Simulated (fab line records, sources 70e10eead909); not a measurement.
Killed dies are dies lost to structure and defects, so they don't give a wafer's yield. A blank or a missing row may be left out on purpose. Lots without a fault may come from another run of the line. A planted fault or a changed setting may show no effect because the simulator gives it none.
fab line records | flow nand_harc
record lots=6 wafers=18 last_day=23
route steps=1159 shown P_GATE@127
lots that met no fault: from a run of the same line without faults
start_h: hours from the record's first day to the start of the lot's first wafer shown | wait_h: hours since the lot's step before | " the same as in the row above | L1.1+2: a row that stands for several wafers | - no value, or no start given | * or withheld: withheld | < > ~ a bound
route shown NAME@n: a module of which the file shows steps, and the number in the route of the first | usual: mean/standard deviation of fault-free wafers | same: alike in all rows | chamber/n: place in a boat | sites: the reading at each site | _std_site: their standard deviation | _edge_site: outer sites' mean less inner sites' | radius_mm: how far each site lies from the wafer's centre | mask NAME#n: copy n | behind: the tool/chamber that last shaped the wafer | hold: why the lot was held/for how many hours/how that ended | device: the transistor (n, p or np) that didn't switch | end of line: the same wafers' tests at the end of the route | a step without rows: its recipe alone | killed: dies lost to structure and defects at the first sort, not the wafer's yield | map: a wafer's dies, x killed, . not, _ none there
set.NAME: the setting as run; set.NAME@STEP: as run at that earlier step | model.NAME: the simulator's own value behind a step, which no gauge read
lots at some steps of the route; a table a step, a row a wafer
services: from which hour (start_h, from the record's first day; less than 0 if before it) a tool's chamber was out of use, for how many hours, and why
## steps
# step NHARC_P_GATE_PRECLEAN_71
# recipe time_s=* temp_c=50 bath_age_min=0 chemistry=SC1
# step NHARC_P_GATE_SRD_72
# step NHARC_P_GATE_OXIDE_16
# recipe target_thk_a=30 temp_c=875 ox_time_s=392 material=SiO2
# step NHARC_P_GATE_CVD_17
# recipe target_thk_a=1500 temp_c=620 time_s=900 material=poly-Si
# step NHARC_P_GATE_HM_DEP_102
# recipe target_thk_a=1200 temp_c=400 material=aC
# usual throttle_valve_pct=35.001/0.0087
# columns lot.wafer tool chamber start_h wait_h throttle_valve_pct
L114.1 acl_dep-02 0 121.87 5.6 35.003
L114.2 " 0 " " 35.001
L114.4 " 0 " " 35.000
L119.2 acl_dep-02 0 149.75 1.8 34.988
L119.3 " 0 " " 34.995
L119.6 " 0 " " 34.990
L126.2 acl_dep-01 0 185.85 2.4 35.015
L126.4 " 0 " " 35.003
L126.5 " 0 " " 35.013
L128.4 acl_dep-01 0 197.19 2.1 35.013
L128.5 " 0 " " 35.005
L128.6 " 0 " " 35.018
L130.1 acl_dep-01 0 208.04 0.4 35.001
L130.2 " 0 " " 35.002
L130.4 " 0 " " 34.993
L129.1 acl_dep-02 0 208.04 0.4 34.977
L129.2 " 0 " " 34.994
L129.5 " 0 " " 34.999
# step NHARC_P_GATE_DEP_103
# recipe target_thk_a=300 target_thk_nm=30 temp_c=400 flow_sccm=200 rf_w=350 material=SiON
# step NHARC_P_GATE_DEHYDRATE_18
# recipe temp_c=150 time_s=120
# step NHARC_P_GATE_HMDS_19
# recipe time_s=30
# step NHARC_P_GATE_COAT_20
# recipe spin_rpm=1500 resist_thk_nm=90
# step NHARC_P_GATE_SOFTBAKE_21
# recipe temp_c=105 time_s=55
# step NHARC_P_GATE_EBR_22
# step NHARC_P_GATE_EXPOSE_23
# recipe na=1.35 target_cd_nm=120 dose_mj=93.91 mask_id=P_GATE
# step NHARC_P_GATE_PEB_24
# recipe peb_temp_c=100 peb_time_s=65
# usual heater_power_total_W=156.6/0.41
# columns lot.wafer tool chamber start_h wait_h heater_power_total_W
L114.1 litho_track-04 0 123.01 0.1 157.0
L114.2 " 0 " " 156.8
L114.4 " 0 " " 156.4
L119.2 litho_track-01 0 150.93 0.1 165.1
L119.3 " 0 " " 165.3
L119.6 " 0 " " 165.3
L126.2 litho_track-01 0 187.01 0.1 166.0
L126.4 " 0 " " 165.6
L126.5 " 0 " " 165.9
L128.4 litho_track-04 0 198.02 0.0 157.3
L128.5 " 0 " " 155.9
L128.6 " 0 " " 156.9
L129.1 litho_track-06 0 209.30 0.1 156.8
L129.2 " 0 " " 157.1
L129.5 " 0 " " 155.9
L130.1 litho_track-04 0 209.45 0.1 157.1
L130.2 " 0 " " 157.0
L130.4 " 0 " " 157.1
# step NHARC_P_GATE_DEVELOP_25
# recipe develop_time_s=35 dev_temp_c=23
# step NHARC_P_GATE_CD_MEAS_26
# recipe target_cd_nm=120 landing_energy_ev=500
# usual cd_nm=119.8/0.6
# columns lot.wafer tool chamber start_h wait_h cd_nm
L114.1 cd_sem-02 0 123.09 - 120.3
L114.2 " 0 " " 120.2
L114.4 " 0 " " 119.6
L119.2 cd_sem-01 0 151.02 - 124.5
L119.3 " 0 " " 124.3
L119.6 " 0 " " 124.6
L126.2 cd_sem-03 0 187.09 - 123.2
L126.4 " 0 " " 123.2
L126.5 " 0 " " 123.7
L128.4 cd_sem-03 0 198.10 - 119.2
L128.5 " 0 " " 120.0
L128.6 " 0 " " 119.7
L129.1 cd_sem-02 0 209.38 - 119.1
L129.2 " 0 " " 119.7
L129.5 " 0 " " 119.8
L130.1 cd_sem-02 0 209.53 - 120.1
L130.2 " 0 " " 119.9
L130.4 " 0 " " 120.1
# step NHARC_P_GATE_OVL_MEAS_27
# usual overlay_x_nm=-0.1/0.83 overlay_y_nm=0.3/0.9
# columns lot.wafer tool chamber start_h wait_h overlay_x_nm overlay_y_nm
L114.1 overlay-01 - 123.17 - -0.6 -0.4
L114.2 " - " " 0.3 -0.6
L114.4 " - " " -0.1 -0.4
L119.2 overlay-01 - 151.10 - 2.1 -0.7
L119.3 " - " " 2.0 0.2
L119.6 " - " " 1.3 -0.1
L126.2 overlay-01 - 187.18 - 0.1 1.2
L126.4 " - " " 0.1 0.7
L126.5 " - " " 0.6 1.1
L128.4 overlay-02 - 198.19 - 0.5 -0.3
L128.5 " - " " -0.3 -0.5
L128.6 " - " " 0.4 -0.4
L129.1 overlay-02 - 209.46 - -0.7 0.7
L129.2 " - " " -0.6 0.9
L129.5 " - " " -0.5 0.8
L130.1 overlay-01 - 209.62 - -0.2 -0.4
L130.2 " - " " -0.5 -0.5
L130.4 " - " " -0.7 -0.7
# step NHARC_P_GATE_INSPECT_28
# usual raw_defect_count=6/3.2
# columns lot.wafer tool chamber start_h wait_h raw_defect_count
L114.1 defect_inspect-02 - 123.21 0.0 6
L114.2 " - " " 5
L114.4 " - " " 9
L119.2 defect_inspect-01 - 151.14 0.0 8
L119.3 " - " " 7
L119.6 " - " " 3
L126.2 defect_inspect-01 - 187.21 0.0 5
L126.4 " - " " 2
L126.5 " - " " 4
L128.4 defect_inspect-02 - 198.22 0.0 10
L128.5 " - " " 3
L128.6 " - " " 5
L129.1 defect_inspect-01 - 209.50 0.0 7
L129.2 " - " " 8
L129.5 " - " " 8
L130.1 defect_inspect-02 - 209.65 0.0 6
L130.2 " - " " 8
L130.4 " - " " 8
# step NHARC_P_GATE_DESCUM_31
# recipe time_s=3 o2_flow_sccm=200 ar_flow_sccm=0 bias_power_w=0 chemistry=O2
# usual drypump_motor_current_A=5.7/0.4 oes_product_au=1.003/0.011 rf_vpp_V=57.9/0.96 showerhead_plenum_p_Torr=1.90/0.076 throttle_valve_pct=11.312/0.0092
# columns lot.wafer tool chamber start_h wait_h drypump_motor_current_A oes_product_au rf_hours_counter_h rf_vpp_V showerhead_plenum_p_Torr throttle_valve_pct model.P_GATE.cd_nm
L114.2 rie_diel-12 1 123.27 0.1 6.0 0.997 31 58.4 2.00 11.313 120.4
L114.1 " 3 " " 4.7 1.010 32 57.1 1.88 11.299 120.2
L114.4 " 0 " " 5.8 1.002 27 58.9 1.92 11.318 119.2
L119.2 rie_diel-03 3 151.21 0.1 5.6 0.993 21 57.2 1.79 11.311 124.7
L119.3 " 0 " " 6.3 0.992 20 58.6 1.86 11.323 124.6
L119.6 " 2 " " 5.3 1.007 - 56.4 1.82 11.312 124.9
L126.4 rie_diel-03 2 187.28 0.1 5.3 1.014 27 55.3 1.81 11.316 123.8
L126.2 " 3 " " 5.6 0.983 27 56.7 1.79 11.317 124.2
L126.5 " 1 " " 5.7 1.014 - 57.7 1.96 11.321 123.1
L128.4 rie_diel-12 3 198.31 0.1 4.7 1.000 60 57.6 1.87 11.299 120
L128.6 " 0 " " 5.8 0.988 - 57.6 1.92 11.320 118.9
L128.5 " 1 " " 6.0 0.995 - 57.0 2.00 11.325 119.7
L129.2 rie_diel-03 0 209.56 0.1 6.3 1.003 28 55.7 1.85 11.324 120
L129.1 " 3 " " 5.6 0.998 29 57.8 1.79 11.328 119.8
L129.5 " 1 " " 5.7 0.993 - 56.8 1.96 11.332 119.6
L130.1 rie_diel-06 2 209.76 0.1 6.1 1.029 51 59.2 1.96 11.310 121
L130.4 " 0 " " 5.2 1.019 53 58.1 1.89 11.308 120
L130.2 " 1 " " 5.8 1.024 46 57.9 1.99 11.307 119.6
# step NHARC_P_GATE_ETCH_104
# recipe target_depth_a=600 time_s=withheld cf4_flow_sccm=100 chf3_flow_sccm=30 ar_flow_sccm=0 rf_w=500 bias_w=200 chemistry=CF4/CHF3
# usual drypump_motor_current_A=5.7/0.41 oes_product_au=0.946/0.021 rf_vpp_V=370.2/2.2 showerhead_plenum_p_Torr=1.56/0.059 throttle_valve_pct=16.802/0.0086
# columns lot.wafer tool chamber start_h wait_h drypump_motor_current_A oes_product_au rf_vpp_V showerhead_plenum_p_Torr throttle_valve_pct
L114.4 rie_diel-12 2 123.36 0.1 5.5 0.924 369.2 1.59 16.794
L114.1 " 3 " " 4.7 0.928 370.1 1.55 16.809
L114.2 " 0 " " 5.8 0.914 370.6 1.58 16.808
L119.2 rie_diel-03 0 151.30 0.1 6.3 0.929 368.0 1.53 16.804
L119.3 " 2 " " 5.3 0.934 368.9 1.50 16.807
L119.6 " 2 " " 5.3 0.946 368.1 1.50 16.809
L126.2 rie_diel-03 0 187.36 0.1 6.3 0.980 370.5 1.53 16.811
L126.4 " 3 " " 5.6 0.966 366.9 1.48 16.807
L126.5 " 0 " " 6.3 0.982 368.2 1.53 16.804
L128.4 rie_diel-12 2 198.75 0.4 5.4 0.917 370.9 1.58 16.793
L128.6 " 2 " " 5.4 0.921 370.3 1.58 16.796
L128.5 " 3 " " 4.7 0.913 368.4 1.54 16.786
L129.1 rie_diel-03 2 209.82 0.2 5.3 0.963 368.9 1.50 16.808
L129.2 " 3 " " 5.6 0.955 367.1 1.48 16.802
L129.5 " 3 " " 5.6 0.958 368.3 1.48 16.782
L130.2 rie_diel-06 3 209.85 0.1 6.1 0.946 373.6 1.65 16.801
L130.1 " 0 " " 5.2 0.951 369.1 1.55 16.802
L130.4 " 1 " " 5.8 0.960 371.9 1.63 16.792
# step NHARC_P_GATE_HM_OPEN_105
# recipe target_depth_a=3600 o2_flow_sccm=400 cos_flow_sccm=20 ar_flow_sccm=0 rf_w=500 bias_w=300 chemistry=O2/COS
# usual drypump_motor_current_A=5.7/0.42 oes_product_au=1.000/0.0096 rf_vpp_V=466.9/2.6 showerhead_plenum_p_Torr=3.11/0.11 throttle_valve_pct=28.331/0.0097
# columns lot.wafer tool chamber start_h wait_h drypump_motor_current_A oes_product_au rf_hours_counter_h rf_vpp_V showerhead_plenum_p_Torr throttle_valve_pct
L114.2 rie_diel-12 0 - - 5.8 0.994 27 466.3 3.14 28.321
L114.1 " 2 " " 5.5 1.014 29 467.7 3.15 28.332
L114.4 " 3 " " 4.7 1.003 32 467.0 3.07 28.340
L119.2 rie_diel-03 0 - - 6.3 0.996 20 463.4 3.03 28.320
L119.3 " 3 " " 5.6 1.011 21 462.5 2.93 28.337
L119.6 " 2 " " 5.3 1.011 - 463.6 2.97 28.332
L126.4 rie_diel-03 1 - - 5.8 1.000 23 467.7 3.19 28.326
L126.2 " 0 " " 6.3 0.996 25 465.4 3.03 28.335
L126.5 " 1 " " 5.7 0.995 - 469.7 3.19 28.317
L128.4 rie_diel-12 1 - - 6.0 0.989 56 470.2 3.25 28.325
L128.5 " 0 " " 5.8 0.997 - 466.1 3.13 28.335
L128.6 " 1 " " 6.0 0.985 - 469.9 3.25 28.342
L129.2 rie_diel-03 0 - - 6.3 0.992 28 465.7 3.03 28.352
L129.1 " 2 " " 5.3 1.000 30 464.0 2.97 28.356
L129.5 " 1 " " 5.7 1.002 - 469.9 3.19 28.331
L130.2 rie_diel-06 3 - - 6.1 1.006 51 470.4 3.26 28.325
L130.1 " 0 " " 5.2 1.003 53 466.0 3.08 28.331
L130.4 " 1 " " 5.8 1.019 46 469.9 3.24 28.337
# step NHARC_P_GATE_STRIP_106
# recipe o2_flow_sccm=400 cos_flow_sccm=20 ar_flow_sccm=0 bias_w=0 chemistry=O2/COS
# step NHARC_P_GATE_ETCH_114
# recipe target_depth_a=300 overetch_a=30 time_s=16.5 ion_energy_ev=100 cf4_flow_sccm=80 o2_flow_sccm=20 ar_flow_sccm=0 rf_w=300 bias_w=100 chemistry=CF4/O2
# usual drypump_motor_current_A=5.7/0.41 oes_product_au=1.002/0.0086 rf_vpp_V=197.7/1.4 showerhead_plenum_p_Torr=1.33/0.051 throttle_valve_pct=13.398/0.0094
# columns lot.wafer tool chamber start_h wait_h drypump_motor_current_A oes_product_au rf_hours_counter_h rf_vpp_V showerhead_plenum_p_Torr throttle_valve_pct
L114.2 rie_diel-12 3 - - 4.7 0.999 32 197.4 1.31 13.402
L114.1 " 1 " " 6.0 0.999 31 199.6 1.40 13.408
L114.4 " 2 " " 5.4 1.008 29 196.7 1.35 13.388
L119.3 rie_diel-03 2 - - 5.3 1.007 21 196.5 1.27 13.403
L119.2 " 3 " " 5.6 1.001 21 196.0 1.25 13.406
L119.6 " 3 " " 5.6 0.998 - 196.3 1.25 13.397
L126.2 rie_diel-03 2 - - 5.3 1.004 27 195.0 1.27 13.400
L126.4 " 0 " " 6.3 0.988 25 197.6 1.30 13.390
L126.5 " 2 " " 5.3 1.007 - 196.5 1.27 13.380
L128.4 rie_diel-12 2 - - 5.5 1.005 57 197.3 1.34 13.395
L128.5 " 1 " " 6.0 0.997 - 198.6 1.39 13.404
L128.6 " 2 " " 5.4 1.012 - 196.6 1.34 13.391
L130.1 rie_diel-06 3 - - 6.1 1.016 51 197.5 1.40 13.412
L130.2 " 0 " " 5.2 1.013 54 196.3 1.32 13.397
L130.4 " 2 " " 6.1 1.014 51 199.7 1.37 13.397
L129.2 rie_diel-03 0 - - 6.3 1.014 28 197.3 1.29 13.396
L129.1 " 1 " " 5.7 1.015 27 197.0 1.37 13.402
L129.5 " 0 " " 6.3 1.004 - 196.2 1.29 13.397
# step NHARC_P_GATE_ETCH_32
# recipe target_depth_a=1500 over_etch_frac=1 over_etch_ion_energy_ev=40 time_s=100.1 hbr_flow_sccm=150 cl2_flow_sccm=50 rf_w=400 icp_w=400 bias_w=100 chemistry=HBr/Cl2
# usual drypump_motor_current_A=5.9/0.49 he_backside_leak_sccm=2.8/0.38 mfc_cl2_sccm=49.97/0.17 oes_product_au=1.004/0.01 throttle_valve_pct=26.406/0.0089
# columns lot.wafer tool chamber start_h wait_h drypump_motor_current_A he_backside_leak_sccm mfc_cl2_sccm oes_product_au rf_hours_counter_h throttle_valve_pct model.P_GATE.cd_nm
L114.4 rie_si-03 0 123.73 - 6.2 2.5 49.95 1.008 1.4 26.401 115.9
L114.1 " 1 " " 5.2 2.8 50.15 1.012 1.3 26.401 122.2
L114.2 " 2 " " 5.9 2.4 50.08 1.017 1.4 26.410 120.2
L119.2 rie_si-06 1 151.72 - 6.3 3.0 50.14 1.013 1.1 26.416 123.2
L119.3 " 3 " " 5.8 3.0 50.08 1.004 1.2 26.423 124.6
L119.6 " 1 " " 6.3 3.1 49.95 1.008 - 26.424 121.3
L126.4 rie_si-03 0 187.77 - 6.2 2.6 50.10 0.993 0.2 26.396 119.2
L126.2 " 1 " " 5.2 3.2 50.10 1.004 0.2 26.426 124.9
L126.5 " 2 " " 5.9 2.2 50.05 1.001 - 26.399 121.4
L128.4 rie_si-03 3 199.18 - 6.5 3.0 50.27 1.004 0.4 26.416 120.5
L128.5 " 3 " " 6.5 3.0 49.92 0.996 - 26.397 120.1
L128.6 " 0 " " 6.2 2.3 49.70 0.997 - 26.404 115.2
L130.1 rie_si-01 3 210.42 - 5.9 3.0 49.92 0.986 0.7 26.401 119.5
L130.2 " 1 " " 5.2 3.1 49.90 1.008 0.5 26.394 117.4
L130.4 " 2 " " 5.9 3.0 49.74 1.004 0.8 26.414 116.4
L129.1 rie_si-06 1 210.51 - 6.4 3.1 49.74 0.992 0.2 26.406 119
L129.2 " 0 " " 5.3 2.3 50.05 0.980 0.2 26.405 119
L129.5 " 2 " " 6.4 2.8 49.88 0.993 - 26.412 119.8
# step NHARC_P_GATE_STRIP_108
# recipe o2_flow_sccm=500 ar_flow_sccm=0 bias_w=0 chemistry=O2
# usual drypump_motor_current_A=5.7/0.4 oes_product_au=1.001/0.0091 rf_vpp_V=57.6/0.91 showerhead_plenum_p_Torr=3.48/0.13 throttle_valve_pct=17.037/0.0086
# columns lot.wafer tool chamber start_h wait_h drypump_motor_current_A oes_product_au rf_hours_counter_h rf_vpp_V showerhead_plenum_p_Torr throttle_valve_pct
L114.2 rie_diel-03 3 123.89 - 5.6 1.002 15 56.4 3.32 17.020
L114.4 " 1 " " 5.7 0.998 13 57.0 3.61 17.037
L114.1 " 2 " " 5.4 1.005 15 56.9 3.36 17.024
L119.3 rie_diel-12 3 151.88 - 4.7 0.997 44 56.8 3.46 17.046
L119.2 " 1 " " 6.0 0.990 40 58.1 3.68 17.038
L119.6 " 3 " " 4.7 1.000 - 58.1 3.46 17.043
L126.4 rie_diel-03 1 187.91 - 5.7 1.008 23 58.5 3.61 17.023
L126.2 " 2 " " 5.4 1.008 27 56.7 3.36 17.036
L126.5 " 1 " " 5.7 0.996 - 58.1 3.61 17.033
L128.4 rie_diel-03 3 199.39 - 5.6 1.000 28 57.1 3.31 17.031
L128.6 " 1 " " 5.7 0.998 - 58.4 3.61 17.044
L128.5 " 2 " " 5.3 1.016 - 58.4 3.36 17.038
L130.2 rie_diel-06 0 210.58 - 5.2 1.008 54 57.5 3.48 17.033
L130.4 " 1 " " 5.8 1.002 47 59.9 3.66 17.018
L130.1 " 3 " " 6.1 1.004 51 57.5 3.69 17.033
L129.2 rie_diel-03 3 210.71 - 5.6 0.991 30 57.2 3.31 17.031
L129.1 " 2 " " 5.3 1.009 31 57.7 3.36 17.031
L129.5 " 3 " " 5.6 1.002 - 57.4 3.31 17.039
## services
# columns tool chamber start_h hours kind
rie_diel-12 2 107.48 7.1 repair
acl_dep-01 - 114.50 13.0 pm
litho_track-06 - 117.00 7.0 pm
rie_diel-03 0 121.12 - clean
rie_diel-03 1 121.12 - clean
rie_diel-03 2 121.12 - clean
rie_diel-03 3 121.12 - clean
rie_si-01 3 123.95 8.5 repair
rie_si-01 - 127.00 9.0 pm
rie_diel-12 1 132.48 4.0 repair
rie_si-03 - 136.18 0.6 repair
rie_diel-03 1 138.47 2.1 repair
litho_track-04 - 141.00 7.0 pm
rie_si-01 - 145.02 0.2 repair
rie_diel-03 0 145.62 - clean
rie_diel-03 1 145.62 - clean
rie_diel-03 2 145.62 - clean
rie_diel-06 0 147.70 5.0 repair
rie_diel-03 1 150.11 13.0 repair
rie_si-03 - 155.00 9.0 pm
rie_si-01 1 157.61 21.6 repair
acl_dep-02 - 170.28 13.0 pm
rie_si-06 - 183.00 9.0 pm
rie_diel-12 - 202.46 9.0 pm
## key
first_sign step=NHARC_P_GATE_PEB_24 reading=heater_power_total_W direction=up sigmas=22 usual=* struck=*
effect step=NHARC_P_GATE_CD_MEAS_26 reading=cd_nm direction=up sigmas=6.8 usual=119.8 struck=123.9
model_effect step=NHARC_P_GATE_DESCUM_31 value=P_GATE.cd_nm without=120.5 struck=124.2
model_effect step=NHARC_P_GATE_ETCH_32 value=P_GATE.cd_nm without=118.8 struck=122.4
met_at NHARC_P_GATE_PEB_24
struck_wafers L119.2,L119.3,L119.6,L126.2,L126.4,L126.5
tester_left_out L119,L126
fault kind=process_parameter_drift tool=litho_track-01 chamber=- onset_h=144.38 steps=NHARC_P_GATE_PEB_24 channel=peb_time_s offset=* shape=step end_h=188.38 acts_in=* stated=*
# tester_left_out: of these lots the tester's yield and bins aren't shown, on N5 and GAA mostly nor the transistor test; their killed dies are dies lost to structure and defects alone, not to doping, threshold or leakage, so they don't give the yield
